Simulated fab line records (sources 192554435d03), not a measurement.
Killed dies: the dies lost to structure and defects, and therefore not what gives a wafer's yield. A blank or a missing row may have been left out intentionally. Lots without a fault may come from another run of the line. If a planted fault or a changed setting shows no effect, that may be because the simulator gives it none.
Split-lot experiment -- flow n5_finfet -- on a route of 1938 steps: 7 lots, 21 wafers read

== ABOUT THE SPLIT ==
At N5_BEOL_M6_EXPOSE_25 (exposes mask V5, target cd 40 nm), the setting dose_mj was moved away from the recipe's 45 on 7 of the 21 wafers read, by -5.8% to +6.4%. The other wafers ran this setting at the recipe's value.

== FROM THE SPLIT TO THE READING: what the file shows between them, 2 steps ==
- N5_BEOL_M6_PEB_26: peb time 60 s
- N5_BEOL_M6_DEVELOP_27: develop time 30 s

== THE READING ==
At N5_BEOL_M6_CD_MEAS_28: cd_nm in nanometres, against a target cd of 40 nm. On this fab line, fault-free wafers typically give 39.95 nm with a standard deviation of 0.21 nm.

wafer,"tool, chamber at the split",dose_mj as run,against the recipe,"cd_nm, nm",against lot-mates on the recipe
L078.2,"euv_scanner-02, 0",45,recipe,39.69,-
L078.4,"euv_scanner-02, 0",42.37,-5.8%,38.68,-0.95
L078.5,"euv_scanner-02, 0",45,recipe,39.56,-
L087.2,"euv_scanner-02, 0",45,recipe,39.88,-
L087.5,"euv_scanner-02, 0",47.87,+6.4%,41.74,+1.69
L087.6,"euv_scanner-02, 0",45,recipe,40.23,-
L088.1,"euv_scanner-01, 0",45,recipe,39.81,-
L088.2,"euv_scanner-01, 0",45,recipe,39.90,-
L088.6,"euv_scanner-01, 0",45,recipe,39.70,-
L090.2,"euv_scanner-01, 0",45,recipe,40.10,-
L090.3,"euv_scanner-01, 0",45,recipe,40.11,-
L090.5,"euv_scanner-01, 0",45,recipe,40.04,-
L095.2,"euv_scanner-02, 0",43.23,-3.9%,39.17,-0.79
L095.3,"euv_scanner-02, 0",45,recipe,39.96,-
L095.5,"euv_scanner-02, 0",43.23,-3.9%,39.00,-0.96
L096.1,"euv_scanner-02, 0",45,recipe,39.91,-
L096.2,"euv_scanner-02, 0",45,recipe,39.87,-
L096.6,"euv_scanner-02, 0",45,recipe,40.19,-
L097.3,"euv_scanner-02, 0",43.52,-3.3%,39.31,no lot-mate on the recipe
L097.4,"euv_scanner-02, 0",43.52,-3.3%,39.09,no lot-mate on the recipe
L097.5,"euv_scanner-02, 0",43.52,-3.3%,39.46,no lot-mate on the recipe

FIT RESULTS
A straight line over all 21 wafers: cd_nm changes by +0.236 nm for each +1% of dose_mj; r = +0.95; the points scatter about the line by 0.19 nm.
The same after taking each lot's own level away (the mean of its wafers on the recipe; 18 wafers): +0.221 nm for each +1%; r = +0.97; scatter 0.15 nm.
According to that fit, moving dose_mj by its largest amount changes the reading by 1.4 nm.
The lots' own levels span 39.625 to 40.083 nm, that is 2.2 times the standard deviation above.
Consequently the slope shifts little with the lot-to-lot level, the two slopes agreeing.
Check: +1.2 nm against its lot-mates is what the line predicts for one of the wafers moved furthest among these (+6.4%) when that wafer is left out of the fit. It came out at +1.69 nm against them.

== FURTHER SPLITS ON THESE WAFERS ==
Other splits were also applied to these wafers ahead of the reading. Each is held against what the fit with the lots' levels taken away leaves over:
other split on the same wafers,wafers away from the commonest value,r with cd_nm (lot level and that fit taken away)
N5_BEOL_M4_PECVD_72 temp_c,8,+0.09
N5_BEOL_M4_COAT_62 spin_rpm,9,-0.01
N5_BEOL_M5_COAT_71 spin_rpm,7,+0.01
N5_BEOL_M5_DESCUM_16 time_s,8,-0.27
N5_BEOL_M5_COAT_65 spin_rpm,9,+0.14
N5_BEOL_M5_COAT_74 spin_rpm,7,+0.21

== THE WHOLE CHAIN: every reading that the file lists as answering this split, in the file's order ==
step,what it does,reading,change (the file's fit),r (the file's)
N5_BEOL_M6_CD_MEAS_28,target cd 40 nm,cd_nm,+0.218 nm for each +1% of the setting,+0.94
N5_BEOL_M6_DESCUM_33,"chemistry O2, time 7 s","BEOL_M6.cd_nm (the simulator's own value, which no gauge read)",+0.232 nm for each +1% of the setting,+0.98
N5_BEOL_M6_ETCH_66,"etches SOC in N2/H2, target depth 80 nm, overetch 16 nm, time 120 s","BEOL_M6.cd_nm (the simulator's own value, which no gauge read)",+0.186 nm for each +1% of the setting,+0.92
N5_BEOL_M6_VIA_ETCH_34,"etches SiCOH lowk in C4F6/O2, target depth 126.3 nm, time 50.9 s","BEOL_M6.cd_nm (the simulator's own value, which no gauge read)",+0.182 nm for each +1% of the setting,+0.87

== THE FILE'S OWN FIT ==
cd_nm changes by +0.218 nm for each +1% of dose_mj, r = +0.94.
